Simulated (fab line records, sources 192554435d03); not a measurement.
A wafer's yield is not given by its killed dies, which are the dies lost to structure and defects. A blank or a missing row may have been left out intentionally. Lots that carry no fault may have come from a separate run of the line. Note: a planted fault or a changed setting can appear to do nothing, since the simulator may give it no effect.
Matching of chambers	flow n5 finfet	3 sister chambers for N5_BEOL_M10_PECVD_70 on pecvd-02
The step deposits SiO2 from TEOS/O2, target thk 20 nm, time 22.7 s. 6 wafers are shown with their chamber, then 12 later ones without.

== EACH WAFER AND ITS CHAMBER ==
wafer	chamber	showerhead plenum p Torr (Torr)	throttle valve pct (%)
L084.4	1	8.85	22.2
L084.5	0	8.83	23.4
L084.6	2	8.63	23.0
L087.3	0	8.86	23.4
L087.4	1	8.84	22.4
L087.5	2	8.62	22.8

== WAFERS WITH NO CHAMBER GIVEN ==
wafer	showerhead plenum p Torr (Torr)	throttle valve pct (%)
L088.3	8.62	22.5
L088.5	8.88	22.5
L088.6	8.60	22.8
L089.1	8.85	22.5
L089.2	8.62	23.1
L089.3	8.61	23.1
L089.4	8.88	22.5
L089.5	8.87	22.2
L089.6	8.62	22.8
L091.3	8.61	22.6
L091.4	8.86	22.6
L091.5	8.60	23.0

== CHAMBER TAKEN BY EACH ==
wafer	from the rows above	in truth
L088.3	2	2
L088.5	1	1
L088.6	2	2
L089.1	1	1
L089.2	2	2
L089.3	2	2
L089.4	1	1
L089.5	1	1
L089.6	2	2
L091.3	2	2
L091.4	1	1
L091.5	2	2
12 of 12 placed correctly. Can't be placed from these rows: 0. Placed wrongly: 0.
How it was worked out, from the rows above alone: a wafer's distance from a chamber is the root of the sum, over the readings, of the square of ((its reading less the chamber's mean) divided by the reading's scatter). If the next closest chamber is less than 2 further off than the closest, the wafer can't be placed; otherwise it belongs to the closest. For every chamber, the mean is computed from those of its wafers that are shown. The scatter is the square root of a quotient: the sum, over the shown wafers, of each reading's squared deviation from its chamber's mean, divided by wafers minus chambers.
